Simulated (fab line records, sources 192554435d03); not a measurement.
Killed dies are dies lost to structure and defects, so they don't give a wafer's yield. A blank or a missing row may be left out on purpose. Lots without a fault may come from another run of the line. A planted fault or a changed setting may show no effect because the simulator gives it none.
Chamber matching | flow n5_finfet | N5_BEOL_M0_SAQP_ETCH_107 on rie_diel-04: 4 sister chambers
The step etches SiNx in CH3F/O2, target depth 30 nm. 4 wafers are shown with their chamber, then 9 later ones without.

WAFERS WITH THEIR CHAMBER
wafer  | chamber | showerhead_plenum_p_Torr (Torr)
L083.2 | 0       | 1.97
L085.3 | 3       | 2.09
L085.5 | 1       | 1.99
L085.6 | 2       | 2.07

WAFERS WITHOUT THEIR CHAMBER
wafer  | showerhead_plenum_p_Torr (Torr)
L086.1 | 2.08
L086.2 | 1.99
L086.5 | 2.06
L087.2 | 2.08
L087.4 | 2.06
L087.6 | 1.99
L092.2 | 1.96
L092.5 | 2.08
L092.6 | 1.96

WHICH CHAMBER EACH WENT THROUGH
wafer  | from the rows above     | in truth
L086.1 | can't be placed: 3 or 2 | 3
L086.2 | 1                       | 1
L086.5 | 2                       | 2
L087.2 | can't be placed: 3 or 2 | 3
L087.4 | 2                       | 2
L087.6 | 1                       | 1
L092.2 | 0                       | 0
L092.5 | can't be placed: 3 or 2 | 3
L092.6 | 0                       | 0
Placed correctly: 6 of 9. Can't be placed from these rows: 3 (the true chamber is among the candidates in 3). Placed wrongly: 0.
How it was worked out, from the rows above alone: a wafer's distance from a chamber is the root of the sum, over the readings, of the square of ((its reading less the chamber's mean) divided by the reading's scatter). The wafer belongs to the nearest chamber; if the next one is less than 2 further off, it can't be placed. A chamber's mean is the mean of its shown wafers. The scatter: with one shown wafer a chamber, the root of the mean of the squares of how far each hidden wafer lies from its nearest shown one.
